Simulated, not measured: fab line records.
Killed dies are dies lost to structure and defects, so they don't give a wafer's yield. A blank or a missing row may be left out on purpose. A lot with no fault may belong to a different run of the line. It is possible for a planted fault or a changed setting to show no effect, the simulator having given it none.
Chamber matching -- flow nand harc -- 4 sister chambers for NHARC_A_STAIRCASE_TRIM_220 on rie diel-08
The step chemistry O2, time 211.2 s. 20 wafers are shown with their chamber, then 10 later ones without.

## WAFERS PAIRED WITH THEIR CHAMBERS
wafer,chamber,showerhead plenum p Torr (Torr),rf vpp V (V),throttle valve pct (%)
L074.1,1,3.71,58.6,17.036
L074.2,3,3.47,57.9,17.042
L074.6,3,3.47,57.3,17.030
L076.1,0,3.41,57.8,17.042
L076.2,3,3.47,57.1,17.014
L076.3,1,3.70,58.1,17.038
L076.4,0,3.41,57.1,17.053
L076.5,3,3.47,59.1,17.024
L076.6,1,3.70,57.5,17.034
L077.3,3,3.47,58.2,17.021
L077.4,1,3.70,58.2,17.028
L077.5,1,3.70,57.3,17.038
L082.1,3,3.46,59.3,17.034
L082.3,1,3.70,56.8,17.052
L082.5,0,3.41,58.3,17.033
L081.1,2,3.32,56.5,17.035
L081.2,3,3.46,56.3,17.034
L081.5,3,3.46,56.0,17.034
L090.2,3,3.45,57.6,17.030
L090.4,1,3.69,57.9,17.049

SIGNATURES, as means of the wafers listed above
reading,chamber 0,chamber 1,chamber 2,chamber 3,scatter within a chamber
showerhead plenum p Torr,3.4100,3.7000,3.3200,3.4644,0.00624
rf vpp V,57.733,57.771,56.500,57.644,0.906
throttle valve pct,17.04267,17.03929,17.03500,17.02922,0.00861
Rule: distance of a wafer from a chamber = root of the sum over the readings of ((wafer's reading minus chamber's mean) / reading's scatter) squared. The wafer belongs to the nearest chamber; if the next one is less than 2 further off, it can't be placed. The scatter: the root of (the sum of the squares of (reading less its chamber's mean) over the shown wafers, divided by (wafers less chambers)).

## WAFERS MISSING THEIR CHAMBER
wafer,showerhead plenum p Torr (Torr),rf vpp V (V),throttle valve pct (%)
L090.6,3.69,58.6,17.016
L093.1,3.40,55.9,17.052
L093.2,3.31,57.4,17.052
L093.3,3.45,57.9,17.031
L094.3,3.45,58.2,17.040
L094.4,3.30,57.7,17.037
L094.6,3.45,56.2,17.042
L096.1,3.39,57.6,17.032
L096.4,3.30,56.8,17.026
L096.6,3.45,58.1,17.039

## WHICH CHAMBER EACH WENT THROUGH
wafer,from the rows above,in truth
L090.6,1,1
L093.1,0,0
L093.2,2,2
L093.3,3,3
L094.3,3,3
L094.4,2,2
L094.6,3,3
L096.1,0,0
L096.4,2,2
L096.6,3,3
Correct placement for 10 of the 10. Can't be placed from these rows: 0. Placed wrongly: 0.
